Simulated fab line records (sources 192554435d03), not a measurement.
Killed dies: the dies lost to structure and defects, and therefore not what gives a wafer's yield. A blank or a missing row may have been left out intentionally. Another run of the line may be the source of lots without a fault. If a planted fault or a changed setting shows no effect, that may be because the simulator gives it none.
Chamber matching :: flow n5 finfet :: N5_BEOL_M8_ILD_DEP_00 on pecvd-03 has 3 sister chambers
The step deposits SiCOH lowk from DEMS/porogen, target thk 179.75 nm, time 33.4 s. 6 wafers are shown with their chamber, then 7 later ones without.

## EACH WAFER AND ITS CHAMBER
wafer: L079.3
chamber: 0
throttle valve pct (%): 12.1
heater power w (W): 324

wafer: L086.6
chamber: 2
throttle valve pct (%): 14.4
heater power w (W): 386

wafer: L085.4
chamber: 0
throttle valve pct (%): 12.4
heater power w (W): 342

wafer: L085.5
chamber: 1
throttle valve pct (%): 14.1
heater power w (W): 431

wafer: L088.1
chamber: 2
throttle valve pct (%): 14.2
heater power w (W): 315

wafer: L088.3
chamber: 1
throttle valve pct (%): 14.0
heater power w (W): 436

## WAFERS WITHOUT THEIR CHAMBER
wafer: L088.4
throttle valve pct (%): 14.1
heater power w (W): 451

wafer: L092.1
throttle valve pct (%): 12.4
heater power w (W): 366

wafer: L092.2
throttle valve pct (%): 13.9
heater power w (W): 385

wafer: L092.3
throttle valve pct (%): 13.9
heater power w (W): 369

wafer: L096.2
throttle valve pct (%): 14.3
heater power w (W): 426

wafer: L096.4
throttle valve pct (%): 12.4
heater power w (W): 348

wafer: L096.6
throttle valve pct (%): 14.1
heater power w (W): 438

## WHICH CHAMBER EACH ONE RAN IN
wafer: L088.4
from the rows above: 1
in truth: 1

wafer: L092.1
from the rows above: 0
in truth: 0

wafer: L092.2
from the rows above: can't be placed: 1 or 2
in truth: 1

wafer: L092.3
from the rows above: can't be placed: 1 or 2
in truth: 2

wafer: L096.2
from the rows above: can't be placed: 1 or 2
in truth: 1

wafer: L096.4
from the rows above: 0
in truth: 0

wafer: L096.6
from the rows above: 1
in truth: 1
Correct placement for 4 of the 7. Can't be placed from these rows: 3 (the true chamber is among the candidates in 3). Wrongly placed: 0.
How it was worked out, from the rows above alone: a wafer's distance from a chamber is the root of the sum, over the readings, of the square of ((its reading less the chamber's mean) divided by the reading's scatter). If the next closest chamber is less than 2 further off than the closest, the wafer can't be placed; otherwise it belongs to the closest. A chamber's mean is the mean of its shown wafers. The scatter: the root of (the sum of the squares of (reading less its chamber's mean) over the shown wafers, divided by (wafers less chambers)).
